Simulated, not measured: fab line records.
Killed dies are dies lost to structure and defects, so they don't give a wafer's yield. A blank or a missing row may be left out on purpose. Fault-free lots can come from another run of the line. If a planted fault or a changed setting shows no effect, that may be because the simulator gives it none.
The tool behind it: which one? | flow n5_finfet | 72 wafers from 24 lots sampled at 6 of the route's 1938 steps

WHAT EACH GAUGE READ, for each wafer
N5_BEOL_M13_OVL_MEAS_29. Usual: M13_OVL typically reads -5 nm, with standard deviation 4.9.
lot  | measured     | on         | M13_OVL (nm) | flag
L074 | day 10 17:03 | overlay-01 | -4 -10 -6    |
L075 | day 10 23:36 | overlay-02 | 6 -4 -2      |
L076 | day 11 06:17 | overlay-01 | 1 -2 -4      |
L077 | day 11 07:22 | overlay-02 | 3 -6 7       |
L078 | day 11 10:36 | overlay-01 | -7 -10 -2    |
L079 | day 11 23:31 | overlay-01 | -12 -10 -6   |
L080 | day 12 01:31 | overlay-02 | -5 -3 -6     |
L081 | day 12 02:10 | overlay-01 | -10 -11 -8   |
L083 | day 12 15:22 | overlay-01 | -4 -4 -7     |
L084 | day 12 19:58 | overlay-01 | -11 -5 -7    |
L082 | day 12 23:35 | overlay-02 | -4 1 -1      |
L085 | day 13 00:43 | overlay-02 | -12 -13 -8   |
L088 | day 13 22:10 | overlay-02 | -8 -9 -7     |
L086 | day 14 02:40 | overlay-02 | -7 -2 -5     |
L087 | day 14 03:39 | overlay-02 | -6 -2 -2     |
L089 | day 14 13:39 | overlay-02 | 6 2 7        |
L091 | day 15 02:56 | overlay-02 | -7 -6 2      |
L090 | day 15 08:04 | overlay-02 | 4 -4 0       |
L093 | day 15 22:20 | overlay-02 | -9 -6 -7     |
L092 | day 15 23:11 | overlay-01 | -6 -7 -6     |
L094 | day 16 01:44 | overlay-01 | -4 0 0       |
L096 | day 16 14:14 | overlay-02 | -6 -9 -13    |
L097 | day 16 17:16 | overlay-01 | -2 -1 -1     |
L095 | day 16 21:14 | overlay-01 | -7 -1 -7     |

N5_BEOL_M14_CD_MEAS_10: target cd 250 nm. Usual: 250.0 nm for cd_nm, sd 1.4.
lot  | measured     | on        | cd_nm (nm)        | flag
L074 | day 10 23:27 | cd_sem-03 | 248.2 249.9 249.9 |
L075 | day 11 03:35 | cd_sem-03 | 249.9 251.4 250.3 |
L076 | day 11 14:41 | cd_sem-02 | 247.2 249.7 249.4 |
L077 | day 11 14:49 | cd_sem-01 | 252.0 251.0 249.5 |
L078 | day 11 15:06 | cd_sem-02 | 250.8 251.0 252.7 |
L079 | day 12 06:01 | cd_sem-02 | 249.7 251.5 253.0 |
L080 | day 12 06:22 | cd_sem-02 | 248.2 248.3 248.7 |
L081 | day 12 06:33 | cd_sem-01 | 251.0 249.5 250.0 |
L083 | day 12 18:33 | cd_sem-02 | 249.7 249.6 250.8 |
L084 | day 12 23:58 | cd_sem-03 | 249.8 251.2 249.7 |
L082 | day 13 05:02 | cd_sem-01 | 250.9 251.0 249.3 |
L085 | day 13 06:47 | cd_sem-01 | 247.3 247.3 249.5 |
L088 | day 14 04:01 | cd_sem-02 | 252.2 251.7 251.2 |
L086 | day 14 08:05 | cd_sem-03 | 251.8 251.3 252.3 |
L087 | day 14 08:46 | cd_sem-03 | 251.1 248.9 249.9 |
L089 | day 14 20:53 | cd_sem-03 | 250.8 252.7 250.5 |
L091 | day 15 08:50 | cd_sem-02 | 252.7 249.5 249.7 |
L090 | day 15 14:33 | cd_sem-03 | 249.9 249.8 247.9 |
L093 | day 16 03:34 | cd_sem-01 | 248.4 250.2 249.7 |
L092 | day 16 07:37 | cd_sem-03 | 252.7 250.7 250.3 |
L094 | day 16 08:47 | cd_sem-03 | 249.0 250.8 247.5 |
L096 | day 16 21:02 | cd_sem-02 | 248.2 248.8 249.8 |
L097 | day 16 21:46 | cd_sem-02 | 250.6 251.2 248.3 |
L095 | day 17 01:08 | cd_sem-02 | 250.9 249.8 248.9 |

WHAT TOOL EACH LOT RAN ON (gives the tool, then ch and the chambers of the sampled wafers, and finally the start)
lot  | N5_BEOL_M12_ANNEAL_48            | N5_BEOL_M13_ETCH_59                | N5_BEOL_M13_SPUTTER_43       | N5_BEOL_M13_SPUTTER_45
L074 | rtp_anneal-01 ch 0, day 10 14:48 | rie_diel-01 ch 1,2, day 10 16:04   | pvd_sputter-02, day 10 21:09 | pvd_sputter-02, day 10 21:19
L075 | rtp_anneal-01 ch 0, day 10 21:14 | rie_diel-04 ch 1,2,3, day 10 22:30 | pvd_sputter-02, day 11 01:40 | pvd_sputter-02, day 11 01:50
L076 | rtp_anneal-01 ch 0, day 11 03:59 | rie_diel-03 ch 0,1, day 11 05:19   | pvd_sputter-01, day 11 12:16 | pvd_sputter-01, day 11 12:25
L077 | rtp_anneal-02 ch 0, day 11 04:33 | rie_diel-03 ch 0,1,3, day 11 06:23 | pvd_sputter-03, day 11 12:34 | pvd_sputter-03, day 11 12:44
L078 | rtp_anneal-02 ch 0, day 11 08:11 | rie_diel-04 ch 1,2,3, day 11 09:37 | pvd_sputter-02, day 11 12:51 | pvd_sputter-02, day 11 13:01
L079 | rtp_anneal-01 ch 0, day 11 20:09 | rie_diel-04 ch 0,1,3, day 11 22:38 | pvd_sputter-01, day 12 03:46 | pvd_sputter-01, day 12 03:56
L080 | rtp_anneal-01 ch 0, day 11 22:35 | rie_diel-01 ch 0,3, day 12 00:28   | pvd_sputter-03, day 12 04:11 | pvd_sputter-03, day 12 04:21
L081 | rtp_anneal-01 ch 0, day 11 23:43 | rie_diel-03 ch 0,1,3, day 12 01:06 | pvd_sputter-02, day 12 04:12 | pvd_sputter-02, day 12 04:22
L083 | rtp_anneal-02 ch 0, day 12 12:59 | rie_diel-04 ch 1,2,3, day 12 14:28 | pvd_sputter-02, day 12 16:43 | pvd_sputter-02, day 12 16:52
L084 | rtp_anneal-02 ch 0, day 12 17:27 | rie_diel-04 ch 0,3, day 12 18:59   | pvd_sputter-02, day 12 21:55 | pvd_sputter-02, day 12 22:05
L082 | rtp_anneal-02 ch 0, day 12 20:56 | rie_diel-04 ch 0,3, day 12 22:37   | pvd_sputter-01, day 13 03:19 | pvd_sputter-01, day 13 03:29
L085 | rtp_anneal-01 ch 0, day 12 22:04 | rie_diel-01 ch 0,2, day 12 23:44   | pvd_sputter-03, day 13 05:03 | pvd_sputter-03, day 13 05:13
L088 | rtp_anneal-02 ch 0, day 13 20:02 | rie_diel-04 ch 0,2,3, day 13 21:19 | pvd_sputter-02, day 13 23:56 | pvd_sputter-02, day 14 00:05
L086 | rtp_anneal-02 ch 0, day 14 00:22 | rie_diel-04 ch 1,2, day 14 01:49   | pvd_sputter-01, day 14 03:50 | pvd_sputter-01, day 14 04:00
L087 | rtp_anneal-02 ch 0, day 14 01:29 | rie_diel-01 ch 0,2, day 14 02:47   | pvd_sputter-02, day 14 05:23 | pvd_sputter-02, day 14 05:32
L089 | rtp_anneal-02 ch 0, day 14 11:12 | rie_diel-04 ch 0,1,3, day 14 12:48 | pvd_sputter-02, day 14 15:37 | pvd_sputter-02, day 14 15:47
L091 | rtp_anneal-02 ch 0, day 15 00:38 | rie_diel-04 ch 0,1,3, day 15 02:05 | pvd_sputter-03, day 15 04:26 | pvd_sputter-03, day 15 04:36
L090 | rtp_anneal-02 ch 0, day 15 05:31 | rie_diel-01 ch 0,1,2, day 15 07:13 | pvd_sputter-02, day 15 09:28 | pvd_sputter-02, day 15 09:38
L093 | rtp_anneal-02 ch 0, day 15 20:07 | rie_diel-04 ch 0,2,3, day 15 21:29 | pvd_sputter-01, day 16 00:05 | pvd_sputter-01, day 16 00:15
L092 | rtp_anneal-02 ch 0, day 15 20:50 | rie_diel-03 ch 0,1,2, day 15 22:20 | pvd_sputter-03, day 16 04:39 | pvd_sputter-03, day 16 04:49
L094 | rtp_anneal-02 ch 0, day 15 23:10 | rie_diel-04 ch 1,2, day 16 00:53   | pvd_sputter-02, day 16 05:16 | pvd_sputter-02, day 16 05:26
L096 | rtp_anneal-02 ch 0, day 16 11:49 | rie_diel-03 ch 0,2,3, day 16 13:23 | pvd_sputter-01, day 16 15:20 | pvd_sputter-01, day 16 15:30
L097 | rtp_anneal-02 ch 0, day 16 14:59 | rie_diel-01 ch 0,1, day 16 16:17   | pvd_sputter-03, day 16 18:55 | pvd_sputter-03, day 16 19:05
L095 | rtp_anneal-01 ch 0, day 16 19:01 | rie_diel-01 ch 0,2,3, day 16 20:22 | pvd_sputter-03, day 16 23:00 | pvd_sputter-03, day 16 23:10
- N5_BEOL_M12_ANNEAL_48: time 90 s.
- N5_BEOL_M13_ETCH_59: etches BARC in N2/H2, target depth 89 nm, overetch 26.7 nm, time 67.9 s.
- N5_BEOL_M13_SPUTTER_43: material TaN, target thk 15 nm, time 24.19 s.
- N5_BEOL_M13_SPUTTER_45: material Cu, target thk 80 nm, time 13.33 s.

AS READ BY THE TOOLS THEMSELVES (means over the sampled wafers that have a number; for cases with no such wafer, the mark the record gives instead)
N5_BEOL_M12_ANNEAL_48. Usual: 226.18 for wafer_temp_C_max, sd 0.27.
lot  | tool          | wafer_temp_C_max | flag
L074 | rtp_anneal-01 | 226.03           |
L075 | rtp_anneal-01 | 225.66           |
L076 | rtp_anneal-01 | 225.99           |
L077 | rtp_anneal-02 | 226.50           |
L078 | rtp_anneal-02 | 226.56           |
L079 | rtp_anneal-01 | 225.99           |
L080 | rtp_anneal-01 | 225.93           |
L081 | rtp_anneal-01 | 225.90           |
L083 | rtp_anneal-02 | 226.08           |
L084 | rtp_anneal-02 | 226.05           |
L082 | rtp_anneal-02 | 226.36           |
L085 | rtp_anneal-01 | 226.19           |
L088 | rtp_anneal-02 | 225.95           |
L086 | rtp_anneal-02 | 226.38           |
L087 | rtp_anneal-02 | 226.17           |
L089 | rtp_anneal-02 | 226.55           |
L091 | rtp_anneal-02 | 226.19           |
L090 | rtp_anneal-02 | 226.45           |
L093 | rtp_anneal-02 | 226.33           |
L092 | rtp_anneal-02 | 226.22           |
L094 | rtp_anneal-02 | 225.98           |
L096 | rtp_anneal-02 | 226.32           |
L097 | rtp_anneal-02 | 226.43           |
L095 | rtp_anneal-01 | 226.13           |

N5_BEOL_M13_ETCH_59. Usual: for drypump_motor_current_A, 5.6 A with a standard deviation of 0.33; for h2_flow_sccm, 200.0 sccm with a standard deviation of 0.65; for n2_flow_sccm, 200.0 sccm with a standard deviation of 0.6; for oes_product_au, 0.67 a.u. with a standard deviation of 0.074; for rf_vpp_V, 521 V with a standard deviation of 3.5; for showerhead_plenum_p_Torr, 2.45 Torr with a standard deviation of 0.12; for throttle_valve_pct, 17.77 % with a standard deviation of 0.2.
lot  | tool        | drypump_motor_current_A (A) | h2_flow_sccm (sccm) | n2_flow_sccm (sccm) | oes_product_au (a.u.) | rf_vpp_V (V) | showerhead_plenum_p_Torr (Torr) | throttle_valve_pct (%) | flag
L074 | rie_diel-01 | 5.9                         | 199.7               | 200.2               | 0.63                  | 526          | 2.60                            | 17.64                  |
L075 | rie_diel-04 | 5.6                         | 199.9               | 199.5               | 0.63                  | 520          | 2.39                            | 17.89                  |
L076 | rie_diel-03 | 5.9                         | 199.9               | 199.4               | 0.70                  | 520          | 2.43                            | 17.82                  |
L077 | rie_diel-03 | 5.6                         | 199.8               | 200.2               | 0.66                  | 520          | 2.41                            | 17.91                  |
L078 | rie_diel-04 | 5.7                         | 200.5               | 200.2               | 0.63                  | 520          | 2.39                            | 17.90                  |
L079 | rie_diel-04 | 5.4                         | 200.6               | 199.9               | 0.69                  | 521          | 2.45                            | 17.84                  |
L080 | rie_diel-01 | 5.6                         | 199.5               | 200.0               | 0.65                  | 523          | 2.49                            | 17.70                  |
L081 | rie_diel-03 | 5.6                         | 199.9               | 199.9               | 0.65                  | 520          | 2.40                            | 17.91                  |
L083 | rie_diel-04 | 5.7                         | 199.1               | 200.0               | 0.62                  | 520          | 2.39                            | 17.92                  |
L084 | rie_diel-04 | 5.5                         | 200.6               | 199.7               | 0.75                  | 522          | 2.47                            | 17.58                  |
L082 | rie_diel-04 | 5.7                         | 199.7               | 200.1               | 0.69                  | 521          | 2.46                            | 17.67                  |
L085 | rie_diel-01 | 5.7                         | 199.5               | 200.1               | 0.65                  | 524          | 2.55                            | 17.55                  |
L088 | rie_diel-04 | 5.7                         | 199.6               | 200.1               | 0.68                  | 520          | 2.41                            | 17.67                  |
L086 | rie_diel-04 | 5.6                         | 199.9               | 199.4               | 0.69                  | 521          | 2.45                            | 17.77                  |
L087 | rie_diel-01 | 5.7                         | 199.5               | 199.7               | 0.65                  | 524          | 2.56                            | 17.57                  |
L089 | rie_diel-04 | 5.4                         | 200.2               | 199.6               | 0.75                  | 524          | 2.55                            | 17.73                  |
L091 | rie_diel-04 | 5.4                         | 199.8               | 199.8               | 0.74                  | 523          | 2.55                            | 17.72                  |
L090 | rie_diel-01 | 5.8                         | 200.0               | 200.4               | 0.62                  | 525          | 2.57                            | 17.64                  |
L093 | rie_diel-04 | 5.7                         | 200.4               | 200.0               | 0.66                  | 521          | 2.41                            | 17.68                  |
L092 | rie_diel-03 | 5.7                         | 200.5               | 200.1               | 0.66                  | 518          | 2.37                            | 17.87                  |
L094 | rie_diel-04 | 5.6                         | 200.0               | 199.9               | 0.67                  | 520          | 2.44                            | 17.79                  |
L096 | rie_diel-03 | 5.4                         | 199.5               | 199.9               | 0.69                  | 521          | 2.45                            | 17.84                  |
L097 | rie_diel-01 | 5.9                         | 200.1               | 199.6               | 0.61                  | 524          | 2.59                            | 17.71                  |
L095 | rie_diel-01 | 5.7                         | 200.4               | 200.5               | 0.63                  | 522          | 2.47                            | 17.74                  |

N5_BEOL_M13_SPUTTER_43. Usual: 29.9 % for throttle_valve_pct, sd 0.61.
lot  | tool           | throttle_valve_pct (%) | flag
L074 | pvd_sputter-02 | 29.2                   |
L075 | pvd_sputter-02 | 29.9                   |
L076 | pvd_sputter-01 | 30.5                   |
L077 | pvd_sputter-03 | 29.2                   |
L078 | pvd_sputter-02 | 30.1                   |
L079 | pvd_sputter-01 | 30.6                   |
L080 | pvd_sputter-03 | 29.3                   |
L081 | pvd_sputter-02 | 29.6                   |
L083 | pvd_sputter-02 | 30.1                   |
L084 | pvd_sputter-02 | 30.2                   |
L082 | pvd_sputter-01 | 30.2                   |
L085 | pvd_sputter-03 | 29.5                   |
L088 | pvd_sputter-02 | 29.6                   |
L086 | pvd_sputter-01 | 30.2                   |
L087 | pvd_sputter-02 | 29.7                   |
L089 | pvd_sputter-02 | 29.6                   |
L091 | pvd_sputter-03 | 29.7                   |
L090 | pvd_sputter-02 | 30.4                   |
L093 | pvd_sputter-01 | 30.3                   |
L092 | pvd_sputter-03 | 29.2                   |
L094 | pvd_sputter-02 | 29.6                   |
L096 | pvd_sputter-01 | 30.1                   |
L097 | pvd_sputter-03 | 29.4                   |
L095 | pvd_sputter-03 | 29.7                   |

N5_BEOL_M13_SPUTTER_45. Usual: 29.9 % for throttle_valve_pct, sd 0.6.
lot  | tool           | throttle_valve_pct (%) | flag
L074 | pvd_sputter-02 | 29.4                   |
L075 | pvd_sputter-02 | 29.8                   |
L076 | pvd_sputter-01 | 30.5                   |
L077 | pvd_sputter-03 | 29.1                   |
L078 | pvd_sputter-02 | 30.1                   |
L079 | pvd_sputter-01 | 30.7                   |
L080 | pvd_sputter-03 | 29.3                   |
L081 | pvd_sputter-02 | 29.6                   |
L083 | pvd_sputter-02 | 30.1                   |
L084 | pvd_sputter-02 | 30.0                   |
L082 | pvd_sputter-01 | 30.3                   |
L085 | pvd_sputter-03 | 29.7                   |
L088 | pvd_sputter-02 | 29.5                   |
L086 | pvd_sputter-01 | 30.3                   |
L087 | pvd_sputter-02 | 29.7                   |
L089 | pvd_sputter-02 | 29.6                   |
L091 | pvd_sputter-03 | 29.9                   |
L090 | pvd_sputter-02 | 30.5                   |
L093 | pvd_sputter-01 | 30.4                   |
L092 | pvd_sputter-03 | 29.3                   |
L094 | pvd_sputter-02 | 29.6                   |
L096 | pvd_sputter-01 | 30.0                   |
L097 | pvd_sputter-03 | 29.5                   |
L095 | pvd_sputter-03 | 29.4                   |

THE ANSWER, worked out from the rows above alone
Rule: a lot counts as off when the mean over its wafers that have a number is more than 3 standard deviations away from the usual mean. A lot without any number at a reading at which 4 lots or more have one is off too. Where the step has rows for the other lots, those lots are counted as sound. The gauges are gone through in route order, then the tools' own readings, and for those a lot's mean is taken as printed above. The first step at which some lot is off is used, and at that step the reading that is off furthest; a lot without a number counts as furthest.
Nothing can be told from this: no lot is off at any reading shown.

WHAT THE SIMULATOR HAD PUT IN
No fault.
